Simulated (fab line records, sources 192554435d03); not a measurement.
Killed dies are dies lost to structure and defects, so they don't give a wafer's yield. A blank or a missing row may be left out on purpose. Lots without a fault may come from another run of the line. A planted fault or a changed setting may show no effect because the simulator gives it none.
Chamber matching | flow n5_finfet | N5_SPACER0_ALD_00 on ald_sin-03: 4 sister chambers
The step deposits SiOCN, target thk 3.5 nm, pulse time 3 s, purge time 2 s. 8 wafers are shown with their chamber, then 7 later ones without.

WAFERS WITH THEIR CHAMBER
wafer  | chamber | heater_power_w (W) | precursor_pulse_height_rel
L079.1 | 3       | 998                | 1.013
L079.5 | 1       | 854                | 0.990
L079.6 | 0       | 843                | 0.993
L083.1 | 2       | 847                | 0.995
L083.2 | 1       | 899                | 0.970
L083.4 | 3       | 1008               | 1.015
L085.2 | 0       | 845                | 0.966
L085.3 | 2       | 852                | 1.032

WAFERS WITHOUT THEIR CHAMBER
wafer  | heater_power_w (W) | precursor_pulse_height_rel
L085.4 | 876                | 0.985
L096.2 | 858                | 1.011
L096.4 | 815                | 0.985
L096.5 | 1015               | 0.983
L097.1 | 906                | 0.994
L097.2 | 835                | 1.010
L097.5 | 897                | 0.995

WHICH CHAMBER EACH WENT THROUGH
wafer  | from the rows above          | in truth
L085.4 | can't be placed: 1 or 0 or 2 | 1
L096.2 | can't be placed: 2 or 0 or 1 | 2
L096.4 | can't be placed: 0 or 2 or 1 | 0
L096.5 | 3                            | 3
L097.1 | can't be placed: 1 or 2 or 0 | 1
L097.2 | can't be placed: 2 or 0      | 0
L097.5 | can't be placed: 1 or 2 or 0 | 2
Placed correctly: 1 of 7. Can't be placed from these rows: 6 (the true chamber is among the candidates in 6). Placed wrongly: 0.
How it was worked out, from the rows above alone: a wafer's distance from a chamber is the root of the sum, over the readings, of the square of ((its reading less the chamber's mean) divided by the reading's scatter). The wafer belongs to the nearest chamber; if the next one is less than 2 further off, it can't be placed. A chamber's mean is the mean of its shown wafers. The scatter: the root of (the sum of the squares of (reading less its chamber's mean) over the shown wafers, divided by (wafers less chambers)).
